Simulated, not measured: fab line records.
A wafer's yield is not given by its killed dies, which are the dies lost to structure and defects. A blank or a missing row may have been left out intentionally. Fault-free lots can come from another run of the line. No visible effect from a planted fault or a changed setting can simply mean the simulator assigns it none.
Chamber matching / flow nand-harc / NHARC_P_M1_STRIP_18 on rie-diel-07 has 4 sister chambers
The step strips in N2/H2. 14 wafers are shown with their chamber, then 7 later ones without.

== EACH WAFER AND ITS CHAMBER ==
wafer=L075.4; chamber=1; drypump-motor-current-A (A)=4.9; rf-vpp-V (V)=91.4; oes-product-au (a.u.)=0.990
wafer=L075.5; chamber=0; drypump-motor-current-A (A)=5.7; rf-vpp-V (V)=91.1; oes-product-au (a.u.)=1.011
wafer=L075.6; chamber=1; drypump-motor-current-A (A)=4.9; rf-vpp-V (V)=91.1; oes-product-au (a.u.)=1.002
wafer=L078.2; chamber=1; drypump-motor-current-A (A)=4.9; rf-vpp-V (V)=91.2; oes-product-au (a.u.)=1.003
wafer=L078.3; chamber=0; drypump-motor-current-A (A)=5.6; rf-vpp-V (V)=90.2; oes-product-au (a.u.)=1.005
wafer=L078.4; chamber=3; drypump-motor-current-A (A)=6.3; rf-vpp-V (V)=90.5; oes-product-au (a.u.)=1.005
wafer=L084.2; chamber=2; drypump-motor-current-A (A)=5.7; rf-vpp-V (V)=91.3; oes-product-au (a.u.)=0.995
wafer=L084.4; chamber=0; drypump-motor-current-A (A)=5.7; rf-vpp-V (V)=89.4; oes-product-au (a.u.)=1.008
wafer=L084.6; chamber=3; drypump-motor-current-A (A)=6.3; rf-vpp-V (V)=89.6; oes-product-au (a.u.)=1.002
wafer=L083.1; chamber=1; drypump-motor-current-A (A)=4.9; rf-vpp-V (V)=91.4; oes-product-au (a.u.)=1.001
wafer=L083.4; chamber=0; drypump-motor-current-A (A)=5.7; rf-vpp-V (V)=92.0; oes-product-au (a.u.)=0.999
wafer=L083.6; chamber=3; drypump-motor-current-A (A)=6.3; rf-vpp-V (V)=90.5; oes-product-au (a.u.)=0.997
wafer=L086.1; chamber=1; drypump-motor-current-A (A)=4.9; rf-vpp-V (V)=91.3; oes-product-au (a.u.)=1.003
wafer=L086.4; chamber=0; drypump-motor-current-A (A)=5.7; rf-vpp-V (V)=91.1; oes-product-au (a.u.)=1.004

SIGNATURES, as means of the wafers listed above
reading=drypump-motor-current-A; chamber 0=5.680; chamber 1=4.900; chamber 2=5.700; chamber 3=6.300; scatter within a chamber=0.0283
reading=rf-vpp-V; chamber 0=90.760; chamber 1=91.280; chamber 2=91.300; chamber 3=90.200; scatter within a chamber=0.674
reading=oes-product-au; chamber 0=1.00540; chamber 1=0.99980; chamber 2=0.99500; chamber 3=1.00133; scatter within a chamber=0.00486
Rule: for a wafer and a chamber, the distance is found by dividing, reading by reading, the gap between the wafer's reading and the chamber's mean by the reading's scatter, squaring, summing and taking the root. The wafer belongs to the nearest chamber; if the next one is less than 2 further off, it can't be placed. The scatter: take each reading less its chamber's mean, square it, sum over the shown wafers, divide by the number of wafers less the number of chambers, and take the root.

== WAFERS WHOSE CHAMBER IS MISSING ==
wafer=L086.5; drypump-motor-current-A (A)=5.8; rf-vpp-V (V)=90.7; oes-product-au (a.u.)=0.994
wafer=L087.1; drypump-motor-current-A (A)=5.7; rf-vpp-V (V)=90.8; oes-product-au (a.u.)=1.015
wafer=L087.2; drypump-motor-current-A (A)=4.9; rf-vpp-V (V)=90.8; oes-product-au (a.u.)=1.005
wafer=L087.4; drypump-motor-current-A (A)=5.7; rf-vpp-V (V)=91.4; oes-product-au (a.u.)=0.999
wafer=L089.1; drypump-motor-current-A (A)=6.3; rf-vpp-V (V)=91.5; oes-product-au (a.u.)=0.996
wafer=L089.2; drypump-motor-current-A (A)=4.9; rf-vpp-V (V)=90.8; oes-product-au (a.u.)=1.014
wafer=L089.5; drypump-motor-current-A (A)=5.7; rf-vpp-V (V)=90.3; oes-product-au (a.u.)=1.019

== THE CHAMBER EACH PASSED THROUGH ==
wafer=L086.5; from the rows above=can't be placed: 2 or 0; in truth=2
wafer=L087.1; from the rows above=0; in truth=0
wafer=L087.2; from the rows above=1; in truth=1
wafer=L087.4; from the rows above=can't be placed: 2 or 0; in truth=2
wafer=L089.1; from the rows above=3; in truth=3
wafer=L089.2; from the rows above=1; in truth=1
wafer=L089.5; from the rows above=0; in truth=0
Placed correctly: 5 of 7. Can't be placed from these rows: 2 (the true chamber is among the candidates in 2). 0 placed wrongly.
